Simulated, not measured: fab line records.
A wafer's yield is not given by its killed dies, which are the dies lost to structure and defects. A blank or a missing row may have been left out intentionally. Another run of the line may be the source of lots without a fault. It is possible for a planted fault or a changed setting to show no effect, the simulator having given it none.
A lot that was struck, set against a sound lot    flow nand harc    16 out of 1302 route steps
Sound: these wafers, L250.1, L250.2, L250.3. Struck: wafers L255.2, L255.6 (left out: L255.4, a lot-mate that was not struck); the cause follows at the end.
Each step with rows lists, per side, the tool, then ch with its chambers, then its first start. Under that, the readings that differ: sound wafers    struck wafers    difference of the means    sigmas: that difference in standard deviations of wafers without a fault.
alike: a reading whose means differ by less than 2 such deviations, as well as words and numbers matching on both sides. not compared: withheld readings; readings where some wafer has no value; bounds like >300 that might hide an equal value; numbers whose values overlap and for which the record gives no deviation.
Wherever a step has rows on one side only, a row that says differs or no value, or a row with sigmas, the two part there. Numbers that have no deviation but don't overlap get no sigmas and don't part them. Lack of a reading on every wafer of one side parts them only where that side has two or more wafers.

NHARC_A_ONON_D2_THK_MEAS_11: measures by ellipsometry.
  sound on film metro-02 at day 13 22:13; struck on film metro-02 at day 15 14:14
  alike: thk nm
then NHARC_A_ONON_D2_DEP_12 (target thk 1000 nm), 1 step lacking rows for these wafers.
NHARC_A_ONON_D2_THK_MEAS_14: measures by ellipsometry.
  sound on film metro-02 at day 13 22:46; struck on film metro-02 at day 15 14:47
  alike: thk nm
then, 2 steps without rows for these wafers: NHARC_A_ONON_D2_ANNEAL_15 (time 3600 s); NHARC_A_ONON_D2_DEP_16 (target thk 1000 nm).
NHARC_A_ONON_D2_THK_MEAS_18: measures by ellipsometry.
  sound on film metro-02 at day 14 09:20; struck on film metro-02 at day 15 23:57
  alike: thk nm
then NHARC_A_ONON_D2_DEP_19 (target thk 1000 nm), 1 step lacking rows for these wafers.
NHARC_A_ONON_D2_THK_MEAS_21: measures by ellipsometry.
  sound on film metro-02 at day 14 09:54; struck on film metro-02 at day 16 00:31
  alike: thk nm
then NHARC_A_ONON_D2_DEP_22 (target thk 1000 nm), 1 step lacking rows for these wafers.
NHARC_A_ONON_D2_THK_MEAS_24: measures by ellipsometry.
  sound on film metro-02 at day 14 10:28; struck on film metro-02 at day 16 01:05
reading      sound        struck     difference  sigmas
thk nm (nm)  994 996 996  1019 1016  +22         +2
then NHARC_A_ONON_D2_DEP_25 (target thk 1000 nm), 1 step lacking rows for these wafers.
NHARC_A_ONON_D2_THK_MEAS_27: measures by ellipsometry.
  sound on film metro-02 at day 14 11:02; struck on film metro-02 at day 16 01:38
  alike: thk nm
NHARC_A_ONON_D2_DEP_28: target thk 1000 nm.
  sound on pecvd onon-03 ch 0, day 14 11:05; struck on pecvd onon-01 ch 0, day 16 01:45
NHARC_A_ONON_D2_THK_MEAS_30: measures by ellipsometry.
  sound on film metro-02 at day 14 11:35; struck on film metro-02 at day 16 02:12
reading      sound           struck     difference  sigmas
thk nm (nm)  1011 1013 1013  1824 1823  +811        +99 or more
NHARC_A_ONON_D2_DEP_33: deposits SiO2, target thk 200 nm.
  sound on pecvd-03 ch 0,1,2, day 14 11:39; struck on pecvd-03 ch 0,1, day 16 02:18
  alike: heater power w, throttle valve pct
-- the record jumps here: 12 days lie between the struck wafers' starts before and after (it left off in module A_ONON_D2 and takes up again in module END, whose first step shown is number 1302 of the route) --
NHARC_END_SORT_01:
  at this point the record logs the struck wafers (prober-01 ch 0, day 27 19:17) and has no rows for the sound ones

## WHERE THEY PART
Last at NHARC_END_SORT_01 as far as this record goes, first at NHARC_A_ONON_D2_THK_MEAS_24.

WHY: what had been put in by the simulator
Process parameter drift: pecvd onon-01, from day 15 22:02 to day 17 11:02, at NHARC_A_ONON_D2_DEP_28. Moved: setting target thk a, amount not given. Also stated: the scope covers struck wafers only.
